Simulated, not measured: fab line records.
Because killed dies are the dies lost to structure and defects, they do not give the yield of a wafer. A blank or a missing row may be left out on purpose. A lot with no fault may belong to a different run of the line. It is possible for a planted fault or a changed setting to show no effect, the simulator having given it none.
Split-lot study | flow n5_finfet | 21 wafers read from 7 lots, route of 1938 steps

## THE SPLIT
At N5_SD_EPI_N_COAT_33 (time 60 s, resist thk 35 nm), the setting spin_rpm was moved away from the recipe's 1500 rpm on 9 of the 21 wafers read, by -8.8% to +4.5%. For the rest of the wafers, this setting stayed at what the recipe calls for.

## FROM THE SPLIT TO THE READING: what the file shows between them, 3 steps
- N5_SD_EPI_N_COAT_03: resist thk 150 nm
- N5_SD_EPI_N_EBR_05
- N5_SD_EPI_N_DESCUM_14: chemistry O2, time 7.9 s

## THE READING
etch.depth_nm (the simulator's own value, which no gauge read), in nm, at N5_SD_EPI_N_ETCH_34 (etches SiARC in CF4, target depth 45.5 nm, time 75.8 s). The file does not state a usual value for it. The 12 wafers here that ran the recipe average 35.03 nm, standard deviation 0.11 nm.

wafer  | tool, chamber at the split | spin_rpm as run, rpm | against the recipe | etch.depth_nm, nm | against lot-mates on the recipe
L074.1 | litho_track-03, 0          | 1368                 | -8.8%              | 36.61             | +1.67
L074.2 | litho_track-03, 0          | 1368                 | -8.8%              | 36.61             | +1.67
L074.3 | litho_track-03, 0          | 1500                 | recipe             | 34.94             | -
L079.2 | litho_track-03, 0          | 1500                 | recipe             | 35.07             | -
L079.3 | litho_track-03, 0          | 1568                 | +4.5%              | 34.1              | -0.97
L079.4 | litho_track-03, 0          | 1568                 | +4.5%              | 34.28             | -0.79
L080.1 | litho_track-05, 0          | 1500                 | recipe             | 34.86             | -
L080.2 | litho_track-05, 0          | 1546                 | +3.1%              | 34.33             | -0.53
L080.5 | litho_track-05, 0          | 1546                 | +3.1%              | 34.35             | -0.51
L082.1 | litho_track-03, 0          | 1450                 | -3.3%              | 35.58             | no lot-mate on the recipe
L082.3 | litho_track-03, 0          | 1450                 | -3.3%              | 35.71             | no lot-mate on the recipe
L082.4 | litho_track-03, 0          | 1450                 | -3.3%              | 35.6              | no lot-mate on the recipe
L085.1 | litho_track-03, 0          | 1500                 | recipe             | 35.13             | -
L085.3 | litho_track-03, 0          | 1500                 | recipe             | 35.23             | -
L085.4 | litho_track-03, 0          | 1500                 | recipe             | 35.11             | -
L089.1 | litho_track-05, 0          | 1500                 | recipe             | 35.04             | -
L089.3 | litho_track-05, 0          | 1500                 | recipe             | 35.04             | -
L089.5 | litho_track-05, 0          | 1500                 | recipe             | 34.83             | -
L091.1 | litho_track-01, 0          | 1500                 | recipe             | 35.03             | -
L091.2 | litho_track-01, 0          | 1500                 | recipe             | 35.01             | -
L091.5 | litho_track-01, 0          | 1500                 | recipe             | 35.1              | -

THE FIT
A straight line over all 21 wafers: etch.depth_nm changes by -0.185 nm for each +1% of spin_rpm; r = -0.99; the points scatter about the line by 0.1 nm.
The same after taking each lot's own level away (the mean of its wafers on the recipe; 18 wafers): -0.189 nm for each +1%; r = -1.00; scatter 0.064 nm.
That fit puts the effect of the largest move of spin_rpm on the reading at 1.7 nm.
The span of the lots' own levels, 34.860 to 35.157 nm, comes to 2.7 times the standard deviation stated above.
The two slopes agree, so the slope changes little with the lot-to-lot level.
Check: +1.66 nm against its lot-mates is what the line predicts for one of the wafers moved furthest among these (-8.8%) when that wafer is left out of the fit. It came out at +1.67 nm against them.

## THE OTHER SPLITS THESE WAFERS WENT THROUGH
These wafers also went through other splits before the reading. Each is held against what the fit with the lots' levels taken away leaves over:
other split on the same wafers                    | wafers away from the commonest value | r with etch.depth_nm (lot level and that fit taken away)
N5_ZERO_LAYER_COAT_05 spin_rpm                    | 7                                    | -0.07
N5_ZERO_LAYER_DEVELOP_10 develop_time_s           | 8                                    | -0.36
N5_PMOS_HMC_CHANNEL_EPI_PEB_07 peb_temp_c         | 4                                    | +0.33
N5_PMOS_HMC_CHANNEL_EPI_DEVELOP_08 develop_time_s | 8                                    | -0.30
N5_FIN_SAQP_DESCUM_21 time_s                      | 5                                    | -0.04
N5_FIN_CUT_CUT_ETCH_26 time_s                     | 4                                    | -0.01
N5_SPACER0_ALD_00 ald_cycles                      | 8                                    | +0.25

## THE WHOLE CHAIN: every reading that the file lists as answering this split, in the file's order
step                | what it does                                           | reading                                                                           | change (the file's fit)               | r (the file's)
N5_SD_EPI_N_COAT_33 | time 60 s, resist thk 35 nm                            | SiARC_of_SD_EPI_N_COAT_33.thk_nm (the simulator's own value, which no gauge read) | -0.181 nm for each +1% of the setting | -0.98
N5_SD_EPI_N_ETCH_34 | etches SiARC in CF4, target depth 45.5 nm, time 75.8 s | etch.depth_nm (the simulator's own value, which no gauge read)                    | -0.188 nm for each +1% of the setting | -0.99

## FILE'S OWN FIT
etch.depth_nm changes by -0.188 nm for each +1% of spin_rpm, r = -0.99.
